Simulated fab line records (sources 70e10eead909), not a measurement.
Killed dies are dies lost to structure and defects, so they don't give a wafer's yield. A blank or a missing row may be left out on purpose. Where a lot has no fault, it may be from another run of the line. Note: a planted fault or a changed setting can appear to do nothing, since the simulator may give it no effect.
Which tool is to blame? + flow nand_harc + 13 lots, 39 wafers sampled, at 6 steps of a route of 1302

WHAT THE GAUGES READ, wafer by wafer
NHARC_A_ONON_D2_THK_MEAS_14: measures by ellipsometry.
| lot  | measured     | on            | thk_nm (nm)                   |
|------|--------------|---------------|-------------------------------|
| L117 | day 12 14:46 | film_metro-01 | 1008 1009 1007                |
| L118 | day 12 21:43 | film_metro-02 | 1011 1009 1012                |
| L120 | day 13 19:35 | film_metro-01 | 1002 1002 1001                |
| L122 | day 14 09:38 | film_metro-01 | 1002 1003 1003                |
| L124 | day 15 20:20 | film_metro-01 | 994 995 995                   |
| L125 | day 15 20:17 | film_metro-02 | 996 998 995                   |
| L126 | day 16 06:12 | film_metro-02 | 1012 1011 1012                |
| L129 | day 17 09:10 | film_metro-01 | 1009 1011 1011                |
| L134 | day 19 13:21 | film_metro-01 | 1515 1516 1515 1514 1515 1514 |
| L135 | day 20 01:54 | film_metro-01 | 1482 1485 1482 1482 1483 1483 |
| L138 | day 21 12:05 | film_metro-02 | 994 994 995                   |
| L140 | day 21 11:43 | film_metro-01 | 1005 1005 1007                |
| L139 | day 21 11:55 | film_metro-01 | 981 980 979                   |

NHARC_A_ONON_D2_THK_MEAS_30: measures by ellipsometry.
| lot  | measured     | on            | thk_nm (nm)    |
|------|--------------|---------------|----------------|
| L117 | day 13 00:22 | film_metro-01 | 998 1000 1001  |
| L118 | day 13 07:57 | film_metro-01 | 1001 1002 1003 |
| L120 | day 14 05:44 | film_metro-02 | 1012 1012 1011 |
| L122 | day 14 20:04 | film_metro-01 | 1005 1005 1003 |
| L124 | day 16 05:58 | film_metro-01 | 999 997 995    |
| L125 | day 16 05:57 | film_metro-02 | 1001 1001 1001 |
| L126 | day 16 19:41 | film_metro-01 | 995 995 995    |
| L129 | day 17 22:12 | film_metro-01 | 993 994 993    |
| L138 | day 21 22:43 | film_metro-01 | 1002 1001 1001 |
| L140 | day 21 22:23 | film_metro-02 | 997 996 996    |
| L139 | day 21 22:20 | film_metro-01 | 984 983 983    |

NHARC_END_SORT_01.
| lot  | measured     | on        | defect_limited_yield (%) | killed_at_array | killed_at_other | killed_at_periphery | killed_dies | killed_open | killed_short | sort_bin_2_pct (%) | sort_bin_3_pct (%) | sort_bin_4_pct (%) | sort_n_pass | sort_rim_yield_pct (%) | sort_yield_pct (%) |
|------|--------------|-----------|--------------------------|-----------------|-----------------|---------------------|-------------|-------------|--------------|--------------------|--------------------|--------------------|-------------|------------------------|--------------------|
| L117 | day 24 17:38 | prober-02 | 93.5 92.6 93.4           | 35 46 37        | 0 0 0           | 9 4 8               | 44 50 45    | 4 5 1       | 0 1 2        | 2.5 2.5 2.4        | 0.1 0.1 0.4        | 3.8 4.7 3.8        | 633 627 632 | 93 90 94               | 93.5 92.6 93.4     |
| L118 | day 25 00:32 | prober-01 | 89.5 91.1 87.0           | 64 52 82        | 1 0 1           | 6 8 5               | 71 60 88    | 4 2 1       | 2 2 2        | 3.2 3.1 4.7        | 0.7 0.6 1.3        | 6.5 5.2 6.9        | 606 617 589 | 93 92 98               | 89.5 91.1 87.0     |
| L120 | day 26 03:43 | prober-01 | 91.0 91.6 91.1           | 52 50 53        | 0 2 2           | 9 5 5               | 61 57 60    | 4 1 2       | 0 2 6        | 3.8 3.1 3.5        | 0.9 1.2 0.4        | 4.3 4.1 4.9        | 616 620 617 | 97 88 98               | 91.0 91.6 91.1     |
| L122 | day 26 05:19 | prober-02 | 93.6 94.2 93.6           | 41 37 41        | 1 0 0           | 1 2 2               | 43 39 43    | 4 5 9       | 1 2 0        | 1.3 1.6 1.9        | 1.0 0.6 0.4        | 4.0 3.5 4.0        | 634 638 634 | 97 84 91               | 93.6 94.2 93.6     |
| L124 | day 27 23:11 | prober-02 | 90.1 90.7 90.8           | 60 55 57        | 5 4 3           | 2 4 2               | 67 63 62    | 1 3 5       | 3 2 2        | 4.4 2.8 3.8        | 0.4 0.7 0.9        | 5.0 5.8 4.4        | 610 614 615 | 97 95 98               | 90.1 90.7 90.8     |
| L125 | day 28 14:03 | prober-01 | 95.0 91.6 95.9           | 30 49 24        | 2 1 1           | 2 7 3               | 34 57 28    | 3 4 5       | 3 1 2        | 1.9 2.7 1.6        | 0.1 0.3 0.3        | 3.0 5.5 2.2        | 643 620 649 | 87 97 93               | 95.0 91.6 95.9     |
| L126 | day 28 07:06 | prober-01 | 93.1 92.2 92.9           | 44 50 45        | 0 0 1           | 3 3 2               | 47 53 48    | 2 2 3       | 3 3 5        | 1.9 2.8 2.4        | 1.2 0.4 0.3        | 3.8 4.6 4.4        | 630 624 629 | 91 87 89               | 93.1 92.2 92.9     |
| L129 | day 29 00:25 | prober-02 | 96.9 96.9 96.5           | 17 20 21        | 0 0 0           | 4 1 3               | 21 21 24    | 3 1 3       | 3 4 2        | 0.9 1.2 1.8        | 0.3 0.3 0.1        | 1.9 1.6 1.6        | 656 656 653 | 96 98 95               | 96.9 96.9 96.5     |
| L138 | day 33 16:25 | prober-01 | 89.1 90.8 91.0           | 73 59 58        | 0 1 0           | 1 2 3               | 74 62 61    | 3 4 4       | 3 1 1        | 3.4 3.0 3.7        | 1.2 1.3 0.4        | 6.4 4.9 4.9        | 603 615 616 | 90 90 86               | 89.1 90.8 91.0     |
| L140 | day 33 13:43 | prober-02 | 92.6 90.8 93.9           | 45 57 36        | 2 4 2           | 3 1 3               | 50 62 41    | 1 2 4       | 1 2 4        | 2.4 1.9 1.5        | 0.3 0.9 0.6        | 4.7 6.4 4.0        | 627 615 636 | 92 97 89               | 92.6 90.8 93.9     |
| L139 | day 34 01:47 | prober-01 | 94.7 91.3 91.7           | 34 55 53        | 2 2 1           | 0 2 2               | 36 59 56    | 5 2 3       | 2 4 2        | 1.9 1.3 3.0        | 0.3 1.6 0.1        | 3.1 5.8 5.2        | 641 618 621 | 90 97 98               | 94.7 91.3 91.7     |

EACH LOT AND THE TOOL THAT RAN IT (in order: tool; ch and the chambers of the sampled wafers; start)
| lot  | NHARC_A_DECK1_JOINT_ETCHBACK_07  | NHARC_A_DECK1_JOINT_CMP_02    | NHARC_A_ONON_D2_DEP_12           |
|------|----------------------------------|-------------------------------|----------------------------------|
| L117 | rie_si-02 ch 0,1,2, day 10 22:20 | cmp-02 ch 0,1,3, day 12 11:14 | pecvd_onon-03 ch 0, day 12 14:19 |
| L118 | rie_si-02 ch 0,1,2, day 11 11:58 | cmp-01 ch 1,2,3, day 12 18:11 | pecvd_onon-04 ch 0, day 12 21:13 |
| L120 | rie_si-02 ch 0,1,2, day 12 02:56 | cmp-01 ch 0,1,3, day 13 15:57 | pecvd_onon-02 ch 0, day 13 19:04 |
| L122 | rie_si-03 ch 0,1,3, day 12 16:40 | cmp-02 ch 0,1,3, day 14 06:07 | pecvd_onon-02 ch 0, day 14 09:15 |
| L124 | rie_si-02 ch 1,2,3, day 14 06:49 | cmp-03 ch 0,1,2, day 15 16:48 | pecvd_onon-04 ch 0, day 15 19:50 |
| L125 | rie_si-03 ch 1,3, day 14 06:50   | cmp-02 ch 2,3, day 15 16:45   | pecvd_onon-02 ch 0, day 15 19:47 |
| L126 | rie_si-02 ch 0,1,2, day 14 15:36 | cmp-01 ch 0,1,2, day 16 02:40 | pecvd_onon-04 ch 0, day 16 05:45 |
| L129 | rie_si-05 ch 0,1,2, day 15 18:32 | cmp-01 ch 0,1,2, day 17 05:37 | pecvd_onon-03 ch 0, day 17 08:39 |
| L134 | rie_si-05 ch 1,3, day 18 00:29   | cmp-03 ch 1,2, day 19 09:48   | pecvd_onon-02 ch 0, day 19 12:50 |
| L135 | rie_si-05 ch 0,2, day 18 07:49   | cmp-03 ch 0,1,2, day 19 22:14 | pecvd_onon-02 ch 0, day 20 01:26 |
| L138 | rie_si-05 ch 0,3, day 19 18:47   | cmp-02 ch 0,1,2, day 21 08:20 | pecvd_onon-04 ch 0, day 21 11:34 |
| L140 | rie_si-05 ch 0,2,3, day 20 01:23 | cmp-02 ch 0,1,2, day 21 08:12 | pecvd_onon-04 ch 0, day 21 11:16 |
| L139 | rie_si-03 ch 0,1,2, day 20 01:24 | cmp-01 ch 0,2,3, day 21 08:14 | pecvd_onon-03 ch 0, day 21 11:25 |
- NHARC_A_DECK1_JOINT_ETCHBACK_07: etches the open film in HBr, target depth 105 nm, time 26.9 s.
- NHARC_A_DECK1_JOINT_CMP_02: polishes SiOx.
- NHARC_A_ONON_D2_DEP_12: target thk 1000 nm.

WHAT THE TOOLS THEMSELVES READ (means of the sampled wafers that have a number; where no wafer has one, the mark that the record gives instead)
NHARC_A_DECK1_JOINT_ETCHBACK_07.
| lot  | tool      | drypump_motor_current_A (A) | oes_product_au (a.u.) | throttle_valve_pct (%) |
|------|-----------|-----------------------------|-----------------------|------------------------|
| L117 | rie_si-02 | 5.8                         | 1.005                 | 23.263                 |
| L118 | rie_si-02 | 5.8                         | 1.008                 | 23.266                 |
| L120 | rie_si-02 | 5.7                         | 1.006                 | 23.262                 |
| L122 | rie_si-03 | 6.2                         | 1.010                 | 23.266                 |
| L124 | rie_si-02 | 6.3                         | 1.012                 | 23.272                 |
| L125 | rie_si-03 | 6.2                         | 0.999                 | 23.269                 |
| L126 | rie_si-02 | 5.7                         | 1.005                 | 23.268                 |
| L129 | rie_si-05 | 6.2                         | 1.013                 | 23.264                 |
| L134 | rie_si-05 | 5.9                         | 1.001                 | 23.273                 |
| L135 | rie_si-05 | 6.4                         | 1.005                 | 23.258                 |
| L138 | rie_si-05 | 6.3                         | 1.001                 | 23.269                 |
| L140 | rie_si-05 | 6.3                         | 1.019                 | 23.268                 |
| L139 | rie_si-03 | 6.1                         | 0.990                 | 23.268                 |

NHARC_A_DECK1_JOINT_CMP_02.
| lot  | tool   | motor_current_A (A) |
|------|--------|---------------------|
| L117 | cmp-02 | 10.7                |
| L118 | cmp-01 | 11.7                |
| L120 | cmp-01 | 12.1                |
| L122 | cmp-02 | 10.8                |
| L124 | cmp-03 | 11.9                |
| L125 | cmp-02 | 10.9                |
| L126 | cmp-01 | 12.5                |
| L129 | cmp-01 | 11.9                |
| L134 | cmp-03 | 12.5                |
| L135 | cmp-03 | 11.9                |
| L138 | cmp-02 | 11.2                |
| L140 | cmp-02 | 11.5                |
| L139 | cmp-01 | 12.0                |

THE ANSWER, worked out from the rows above alone
Rule: the lots themselves supply what counts as usual. The widest of any qualifying gaps counts: lots, ordered by their means at a reading, are off when they make up no more than a third of the lots, leave a main group of 4 or more, and stand apart from it by 3 or more times the standard deviation of that group's means. A main group is skipped when, at the precision printed for the reading in the tables above, its means are all equal. A lot without any number at a reading at which 4 lots or more have one is off too. All remaining lots with rows at the step are treated as sound. The gauges are gone through in route order, then the tools' own readings, and for those a lot's mean is taken as printed above. At the first step where some lot is off, the reading lying furthest off is the one used; lots without a number count as furthest.
Off: L134, L135 (NHARC_A_ONON_D2_THK_MEAS_14, thk_nm). The main group: mean 1001 nm, standard deviation 9.1.
If a tool, at a process step before that reading, ran all the lots that are off and no sound lot after the first of them, it fits. Those tools and the gauges at NHARC_A_ONON_D2_THK_MEAS_14 are tried in the same way. Can't be told from this: 2 tools fit, cmp-03 at NHARC_A_DECK1_JOINT_CMP_02, pecvd_onon-02 at NHARC_A_ONON_D2_DEP_12.

WHAT WAS PUT IN BY THE SIMULATOR
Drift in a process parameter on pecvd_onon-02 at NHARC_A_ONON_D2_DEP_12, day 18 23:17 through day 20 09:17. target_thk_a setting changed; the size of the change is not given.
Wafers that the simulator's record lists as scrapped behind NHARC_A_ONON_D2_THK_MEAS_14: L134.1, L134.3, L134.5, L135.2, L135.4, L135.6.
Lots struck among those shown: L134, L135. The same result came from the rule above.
